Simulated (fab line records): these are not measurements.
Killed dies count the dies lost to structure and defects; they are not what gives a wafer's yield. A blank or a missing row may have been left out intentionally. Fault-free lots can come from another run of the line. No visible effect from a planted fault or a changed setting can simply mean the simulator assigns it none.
One fault through the eyes of 3 desks + flow n5 finfet + each desk has only its own numbers; what lay behind them comes last

THE DEFECT DESK
Per lot, the means of the sampled wafers with a number show what the inspections along the route counted. A lot is out of limits, marked OUT, if its mean lies more than 4 standard deviations from the usual mean; the brackets give that distance.
Columns: A = raw defect count at N5_PMOS_HMC_CHANNEL_EPI_INSPECT_11, usual 2.0
| lot  | first seen here | A   |
|------|-----------------|-----|
| L326 | day 1 23:12     | 2.0 |
| L328 | day 2 11:37     | 3.7 |
| L329 | day 2 18:11     | 1.7 |
| L331 | day 3 05:07     | 2.0 |
| L333 | day 3 17:34     | 3.0 |
| L335 | day 4 05:16     | 0.7 |
| L336 | day 4 11:29     | 3.0 |
| L337 | day 4 17:17     | 2.7 |
| L338 | day 4 23:36     | 0.7 |
| L340 | day 5 11:51     | 1.3 |
| L344 | day 6 11:56     | 0.7 |
| L346 | day 6 23:51     | 2.3 |
This desk's verdict: no lot among the 12 shows anything out of limits.

DESK OF THE TOOL OWNER: krf scanner-01
The tool's own readings at N5_WELL_APT_EXPOSE_22 (exposes mask PWELL, defocus 0 nm, target cd 200 nm): means of the sampled wafers that have a number, for each lot that ran on this tool. A lot is out of limits, marked OUT, if its mean lies more than 4 standard deviations from the usual mean; the brackets give that distance.
Columns: A = exposure dose mJ cm2 at N5_WELL_APT_EXPOSE_22, usual 23.195; B = reticle temp C at N5_WELL_APT_EXPOSE_22, usual 23.02 C
| lot  | first seen here | A                | B     |
|------|-----------------|------------------|-------|
| L326 | day 1 20:55     | 23.215           | 23.18 |
| L328 | day 2 08:52     | 23.180           | 22.90 |
| L329 | day 2 15:28     | 23.200           | 23.03 |
| L331 | day 3 02:43     | 23.218           | 23.06 |
| L333 | day 3 14:58     | 23.163           | 23.19 |
| L335 | day 4 02:53     | 24.804 (+67) OUT | 23.01 |
| L336 | day 4 08:38     | 24.503 (+54) OUT | 22.85 |
| L337 | day 4 14:59     | 24.183 (+41) OUT | 23.03 |
| L338 | day 4 21:11     | 24.012 (+34) OUT | 23.07 |
This desk's finding: out of limits on L335, L336, L337, L338; first on L335, day 4 02:53 (exposure dose mJ cm2 at N5_WELL_APT_EXPOSE_22). L326, L328, L329, L331, L333: within limits.

METROLOGY DESK
Lot by lot, what the gauges showed, no matter which tool ran the lot: averages of those sampled wafers that carry a number. A lot is out of limits, marked OUT, if its mean lies more than 4 standard deviations from the usual mean; the brackets give that distance.
Columns: A = cd nm at N5_WELL_APT_CD_MEAS_25, usual 199.7 nm
| lot  | first seen here | A                |
|------|-----------------|------------------|
| L326 | day 1 21:05     | 199.3            |
| L328 | day 2 09:02     | 200.7            |
| L329 | day 2 15:38     | 199.8            |
| L331 | day 3 02:52     | 200.5            |
| L333 | day 3 15:08     | 202.0            |
| L335 | day 4 03:04     | 211.4 (+6.9) OUT |
| L336 | day 4 08:48     | 209.5 (+5.7) OUT |
| L337 | day 4 15:09     | 206.5 (+4.0) OUT |
| L338 | day 4 21:22     | 206.6 (+4.1) OUT |
| L340 | day 5 09:21     | 200.3            |
| L344 | day 6 09:37     | 200.8            |
| L346 | day 6 21:03     | 195.9            |
This desk's finding: out of limits on L335, L336, L337, L338; first on L335, day 4 03:04 (cd nm at N5_WELL_APT_CD_MEAS_25). L326, L328, L329, L331, L333, L340, L344, L346: within limits.

TAKEN TOGETHER
An alarm could have come from the tool owner's desk at day 4 02:53, on L335, L336, L337, L338.
Metrology desk: alarm possible at day 4 03:04 on L335, L336, L337, L338.
No out-of-limits result turned up at the defect desk.
The defect desk has L335, L336, L337, L338 on record, within its limits.
The lots listed all ran N5_WELL_APT_EXPOSE_22 on krf scanner-01.

WHAT WAS PUT IN BY THE SIMULATOR
Process parameter drift: krf scanner-01, from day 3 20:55 on, at N5_WELL_APT_EXPOSE_22. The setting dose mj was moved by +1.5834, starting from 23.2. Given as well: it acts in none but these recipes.
Struck lots among those shown: L335, L336, L337, L338.
Delay (hours) between the fault's onset and each desk's first out-of-limits reading: 6 at the tool owner's desk, 6 at the metrology desk.
